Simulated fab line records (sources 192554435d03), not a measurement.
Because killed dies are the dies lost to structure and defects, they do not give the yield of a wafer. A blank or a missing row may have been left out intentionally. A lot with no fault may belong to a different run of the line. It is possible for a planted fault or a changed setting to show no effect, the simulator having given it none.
A lot that was struck, set against a sound lot    flow n5_finfet    40 out of 1938 route steps
Sound: the wafers L898.1, L898.4, L898.6. Wafers struck: L890.3, L890.5, L890.6. The cause is named last.
Order at every step that has rows: each side's tool, ch and its chambers, its first start. Under that, the readings that differ: sound wafers    struck wafers    difference of the means    sigmas: that difference in standard deviations of wafers without a fault.
alike: readings whose means differ by less than 2 such deviations, and words and numbers that are the same on both sides. not compared: withheld readings, readings that some wafer has no value for, bounds like >300 that may hide the same value, and numbers for which the record gives no deviation and whose values overlap.
Wherever a step has rows on one side only, a row that says differs or no value, or a row with sigmas, the two part there. Numbers that don't overlap but have no deviation are shown without sigmas and don't part them. Lack of a reading on every wafer of one side parts them only where that side has two or more wafers.

first, 12 steps without rows for these wafers: N5_HKMG_FIN_ETCH_54 (etches SiARC in CF4, target depth 45.5 nm, time 75.8 s); N5_HKMG_FIN_ETCH_55 (etches SOC in N2/H2, target depth 240 nm, time 300 s); N5_HKMG_FIN_STRIP_56 (strips in N2/H2); N5_HKMG_FIN_STRIP_57 (strips in CF4); N5_HKMG_FIN_ETCH_58 (etches SOC in N2/H2, target depth 215.8 nm, time 741 s); N5_HKMG_FIN_STRIP_93 (strips SOC in N2/H2, time 20 s); N5_HKMG_FIN_WET_ETCH_76 (etches Al2O3 in dNH4OH, stops on La2O3, target depth 2.25 nm, rinse time 30 s); N5_HKMG_FIN_STRIP_60 (strips in N2/H2, time 360 s); N5_HKMG_FIN_WET_ETCH_77 (etches La2O3 in dHCl, stops on HfO2, target depth 2 nm); N5_HKMG_FIN_WET_ETCH_78 (etches Al2O3 in dNH4OH, stops on La2O3, target depth 4.5 nm, rinse time 30 s); N5_HKMG_FIN_ALD_79 (deposits TiN, target thk 1.5 nm, pulse time 1 s, purge time 3 s); N5_HKMG_FIN_CVD_62 (deposits a-Si from Si2H6, target thk 3 nm, time 20.8 s).
N5_HKMG_FIN_RTA_80: time 2 s.
  struck on rtp_anneal-01, day 7 23:20; sound on rtp_anneal-02 ch 0, day 10 00:52
reading     sound  struck  difference                     sigmas
time_s (s)  2 2 2  - - -   no value on the struck wafers  
then, 25 steps without rows for these wafers: N5_HKMG_FIN_PRECLEAN_64 (cleans in dHF, time 30 s); N5_HKMG_FIN_WET_ETCH_65 (etches a-Si in TMAH, stops on TiN, time 49 s, target depth 3 nm); N5_HKMG_FIN_WET_ETCH_81 (etches TiN in SC1, stops on HfO2, time 57 s, target depth 6 nm); N5_HKMG_FIN_WET_ETCH_82 (etches La2O3 in dHCl, stops on HfO2, target depth 2 nm, rinse time 30 s); N5_HKMG_FIN_ALD_36 (deposits TiN, target thk 1 nm, pulse time 1 s, purge time 3 s); N5_HKMG_FIN_PWFM_ALD_03 (deposits TiN, target thk 2 nm, pulse time 1 s, purge time 3 s); N5_HKMG_FIN_COAT_29 (time 60 s, resist thk 300 nm); N5_HKMG_FIN_COAT_30 (time 60 s, resist thk 35 nm); N5_HKMG_FIN_COAT_06 (resist thk 90 nm); N5_HKMG_FIN_EBR_08; N5_HKMG_FIN_SOFTBAKE_07 (time 60 s); N5_HKMG_FIN_EXPOSE_09 (exposes mask NWFM); N5_HKMG_FIN_PEB_10 (peb time 60 s); N5_HKMG_FIN_DEVELOP_11 (develop time 30 s); N5_HKMG_FIN_DESCUM_17 (chemistry O2, time 7.9 s); N5_HKMG_FIN_ETCH_31 (etches SiARC in CF4, target depth 45.5 nm, time 75.8 s); N5_HKMG_FIN_ETCH_32 (etches SOC in N2/H2, target depth 240 nm, time 300 s); N5_HKMG_FIN_STRIP_33 (strips in N2/H2); N5_HKMG_FIN_STRIP_34 (strips in CF4); N5_HKMG_FIN_ETCH_35 (etches SOC in N2/H2, target depth 215.8 nm, time 243.4 s); N5_HKMG_FIN_STRIP_92 (strips SOC in N2/H2, time 20 s); N5_HKMG_FIN_WET_ETCH_18 (etches TiN in SC1, time 55 s, target depth 5.2 nm, rinse time 30 s); N5_HKMG_FIN_STRIP_19 (strips in N2/H2, time 360 s); N5_HKMG_FIN_ALD_91 (deposits TiN, target thk 1 nm, pulse time 1 s, purge time 3 s); N5_HKMG_FIN_COAT_85 (time 60 s, resist thk 300 nm).
-- the record jumps here: 3 days lie between the struck wafers' starts before and after (it left off in module HKMG_FIN and takes up again in module BEOL_M4, whose first step shown is number 1111 of the route) --
N5_BEOL_M4_RC_MEAS_101:
  sound on prober-01 ch 0, day 13 22:13; struck on prober-02 ch 0, day 11 09:20
reading              sound                       struck                     difference  sigmas
DIBL_N (mV/V)        34.6 35.6 36.8              33.5 32.4 32.1             -3.0        -2
EOT_N                10.51 10.49 10.49           10.06 10.13 10.18          -0.37       -5
EOT_P                10.47 10.40 10.51           10.09 10.03 10.27          -0.33       -4
IGATE_N (nA/um)      0.0165 0.0148 0.0139        0.0302 0.0329 0.0313       +0.0164     +11
IGATE_P (nA/um)      0.0050 0.0045 0.0042        0.0091 0.0097 0.0092       +0.0048     +10
IOFF_P (nA/um)       0.169 0.179 0.201           30.280 30.248 27.959       +29.313     +99 or more
IOFF_P_85C (nA/um)   3.1 3.3 3.6                 235.1 233.9 220.3          +226.4      +99 or more
IOFF_P_LIN (nA/um)   0.088 0.092 0.098           14.430 14.452 13.531       +14.045     +99 or more
IOFF_P_LONG (nA/um)  0.000105 0.000106 0.000106  0.014537 0.014934 0.01456  +0.014571   +99 or more
ION_P (uA/um)        460 460 459                 637 650 637                +182        +34
RC_DENSE_N (ohm.um)  19.2 19.4 19.0              16.8 16.7 16.9             -2.4        -6
RC_N (ohm.um)        15.7 15.7 15.6              13.7 13.7 13.8             -1.9        -6
RS_SD_N (ohm/sq)     27.9 28.3 27.9              25.0 25.1 25.2             -2.9        -8
RS_SD_P (ohm/sq)     65.6 65.9 66.0              62.5 63.4 63.4             -2.7        -3
VT_N_LVT (mV)        103.2 102.0 100.1           253.6 250.7 251.3          +150.1      +63
VT_P (mV)            -252.1 -250.3 -251.0        -111.5 -111.6 -112.1       +139.4      +50
VT_P_LONG (mV)       -274.3 -274.9 -275.4        -135.4 -134.3 -134.2       +140.2      +48
VT_P_LVT (mV)        -102.1 -102.1 -101.4        -108.1 -108.8 -109.0       -6.8        -3
  alike: DIBL_P, IOFF_N, ION_N, SS_N, SS_P, VT_N
-- the record jumps here: 4 days lie between the struck wafers' starts before and after (it left off in module BEOL_M4 and takes up again in module PASSIVATION, whose first step shown is number 1936 of the route) --
N5_PASSIVATION_PROBE_49:
  struck on prober-02, day 15 20:49; sound on prober-02, day 18 00:11
reading                 sound           struck             difference  sigmas
killed_at_other         7 5 9           2 2 0              -6          -2
sort_bin_4_leakage (%)  0 0 0           92.12 92.37 89.41  +91.30      
sort_n_pass             1090 1070 1076  0 0 0              -1079       -60
sort_yield_pct (%)      92.4 90.7 91.2  0 0 0              -91         -61
  alike: defect_limited_yield, killed_at_M0_to_M3, killed_at_M4_up, killed_at_contacts, killed_at_front_end, killed_dies, killed_open, killed_short, sort_bin_5_function, sort_bin_6_memory

## WHERE THEY PART
At N5_HKMG_FIN_RTA_80 first; at N5_PASSIVATION_PROBE_49 last (within this record only).

WHY: whatever the simulator had introduced
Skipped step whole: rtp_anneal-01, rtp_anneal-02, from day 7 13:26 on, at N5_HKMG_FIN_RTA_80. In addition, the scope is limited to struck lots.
